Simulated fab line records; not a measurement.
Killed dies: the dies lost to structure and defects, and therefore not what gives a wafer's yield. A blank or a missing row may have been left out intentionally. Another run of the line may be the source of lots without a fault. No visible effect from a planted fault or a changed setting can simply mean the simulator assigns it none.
Matching of chambers :: flow nand_harc :: NHARC_P_M0_ETCH_34 on rie_diel-08 has 4 sister chambers
The step etches the open film in N2/H2, target depth 40 nm, overetch 12 nm, time 43.94 s. 22 wafers are shown with their chamber, then 10 later ones without.

== WAFERS PAIRED WITH THEIR CHAMBERS ==
wafer: L212.2
chamber: 0
drypump_motor_current_A (A): 5.62
showerhead_plenum_p_Torr (Torr): 2.04
rf_vpp_V (V): 431.1

wafer: L212.4
chamber: 2
drypump_motor_current_A (A): 5.30
showerhead_plenum_p_Torr (Torr): 2.16
rf_vpp_V (V): 434.4

wafer: L212.6
chamber: 1
drypump_motor_current_A (A): 6.12
showerhead_plenum_p_Torr (Torr): 2.02
rf_vpp_V (V): 431.0

wafer: L213.2
chamber: 2
drypump_motor_current_A (A): 5.29
showerhead_plenum_p_Torr (Torr): 2.16
rf_vpp_V (V): 435.8

wafer: L213.4
chamber: 3
drypump_motor_current_A (A): 5.58
showerhead_plenum_p_Torr (Torr): 2.18
rf_vpp_V (V): 434.8

wafer: L213.5
chamber: 3
drypump_motor_current_A (A): 5.62
showerhead_plenum_p_Torr (Torr): 2.18
rf_vpp_V (V): 433.9

wafer: L214.2
chamber: 2
drypump_motor_current_A (A): 5.29
showerhead_plenum_p_Torr (Torr): 2.16
rf_vpp_V (V): 432.7

wafer: L214.5
chamber: 1
drypump_motor_current_A (A): 6.15
showerhead_plenum_p_Torr (Torr): 2.02
rf_vpp_V (V): 429.2

wafer: L214.6
chamber: 0
drypump_motor_current_A (A): 5.64
showerhead_plenum_p_Torr (Torr): 2.03
rf_vpp_V (V): 431.3

wafer: L216.1
chamber: 2
drypump_motor_current_A (A): 5.29
showerhead_plenum_p_Torr (Torr): 2.16
rf_vpp_V (V): 433.5

wafer: L216.2
chamber: 3
drypump_motor_current_A (A): 5.58
showerhead_plenum_p_Torr (Torr): 2.17
rf_vpp_V (V): 433.3

wafer: L216.4
chamber: 1
drypump_motor_current_A (A): 6.12
showerhead_plenum_p_Torr (Torr): 2.02
rf_vpp_V (V): 430.4

wafer: L220.4
chamber: 1
drypump_motor_current_A (A): 6.13
showerhead_plenum_p_Torr (Torr): 2.02
rf_vpp_V (V): 430.4

wafer: L220.5
chamber: 2
drypump_motor_current_A (A): 5.26
showerhead_plenum_p_Torr (Torr): 2.16
rf_vpp_V (V): 433.3

wafer: L220.6
chamber: 3
drypump_motor_current_A (A): 5.58
showerhead_plenum_p_Torr (Torr): 2.17
rf_vpp_V (V): 435.6

wafer: L221.2
chamber: 3
drypump_motor_current_A (A): 5.59
showerhead_plenum_p_Torr (Torr): 2.17
rf_vpp_V (V): 435.0

wafer: L221.5
chamber: 2
drypump_motor_current_A (A): 5.28
showerhead_plenum_p_Torr (Torr): 2.16
rf_vpp_V (V): 434.3

wafer: L221.6
chamber: 1
drypump_motor_current_A (A): 6.17
showerhead_plenum_p_Torr (Torr): 2.02
rf_vpp_V (V): 431.3

wafer: L222.2
chamber: 3
drypump_motor_current_A (A): 5.57
showerhead_plenum_p_Torr (Torr): 2.17
rf_vpp_V (V): 435.0

wafer: L222.5
chamber: 0
drypump_motor_current_A (A): 5.63
showerhead_plenum_p_Torr (Torr): 2.03
rf_vpp_V (V): 430.2

wafer: L222.6
chamber: 3
drypump_motor_current_A (A): 5.60
showerhead_plenum_p_Torr (Torr): 2.17
rf_vpp_V (V): 433.4

wafer: L229.2
chamber: 1
drypump_motor_current_A (A): 6.16
showerhead_plenum_p_Torr (Torr): 2.01
rf_vpp_V (V): 427.5

SIGNATURES, as means of the wafers listed above
reading: drypump_motor_current_A
chamber 0: 5.6300
chamber 1: 6.1417
chamber 2: 5.2850
chamber 3: 5.5886
scatter within a chamber: 0.0169

reading: showerhead_plenum_p_Torr
chamber 0: 2.0333
chamber 1: 2.0183
chamber 2: 2.1600
chamber 3: 2.1729
scatter within a chamber: 0.00403

reading: rf_vpp_V
chamber 0: 430.867
chamber 1: 429.967
chamber 2: 434.000
chamber 3: 434.429
scatter within a chamber: 1.09
Rule: for each reading, subtract the chamber's mean from the wafer's reading, divide by that reading's scatter and square the result; add these up over the readings and take the root, which gives the wafer's distance from the chamber. If the next closest chamber is less than 2 further off than the closest, the wafer can't be placed; otherwise it belongs to the closest. The scatter: take each reading less its chamber's mean, square it, sum over the shown wafers, divide by the number of wafers less the number of chambers, and take the root.

== WAFERS WITHOUT THEIR CHAMBER ==
wafer: L229.6
drypump_motor_current_A (A): 5.57
showerhead_plenum_p_Torr (Torr): 2.17
rf_vpp_V (V): 433.2

wafer: L230.1
drypump_motor_current_A (A): 5.63
showerhead_plenum_p_Torr (Torr): 2.03
rf_vpp_V (V): 429.3

wafer: L230.2
drypump_motor_current_A (A): 5.60
showerhead_plenum_p_Torr (Torr): 2.17
rf_vpp_V (V): 433.0

wafer: L230.6
drypump_motor_current_A (A): 5.58
showerhead_plenum_p_Torr (Torr): 2.17
rf_vpp_V (V): 432.3

wafer: L232.2
drypump_motor_current_A (A): 5.30
showerhead_plenum_p_Torr (Torr): 2.15
rf_vpp_V (V): 433.7

wafer: L232.3
drypump_motor_current_A (A): 5.58
showerhead_plenum_p_Torr (Torr): 2.17
rf_vpp_V (V): 435.1

wafer: L232.4
drypump_motor_current_A (A): 5.65
showerhead_plenum_p_Torr (Torr): 2.03
rf_vpp_V (V): 431.2

wafer: L233.1
drypump_motor_current_A (A): 6.11
showerhead_plenum_p_Torr (Torr): 2.01
rf_vpp_V (V): 429.5

wafer: L233.3
drypump_motor_current_A (A): 5.60
showerhead_plenum_p_Torr (Torr): 2.16
rf_vpp_V (V): 434.5

wafer: L233.6
drypump_motor_current_A (A): 6.11
showerhead_plenum_p_Torr (Torr): 2.01
rf_vpp_V (V): 429.7

== CHAMBER TAKEN BY EACH ==
wafer: L229.6
from the rows above: 3
in truth: 3

wafer: L230.1
from the rows above: 0
in truth: 0

wafer: L230.2
from the rows above: 3
in truth: 3

wafer: L230.6
from the rows above: 3
in truth: 3

wafer: L232.2
from the rows above: 2
in truth: 2

wafer: L232.3
from the rows above: 3
in truth: 3

wafer: L232.4
from the rows above: 0
in truth: 0

wafer: L233.1
from the rows above: 1
in truth: 1

wafer: L233.3
from the rows above: 3
in truth: 3

wafer: L233.6
from the rows above: 1
in truth: 1
10 of 10 placed correctly. Number that these rows cannot place: 0. Wrongly placed: 0.
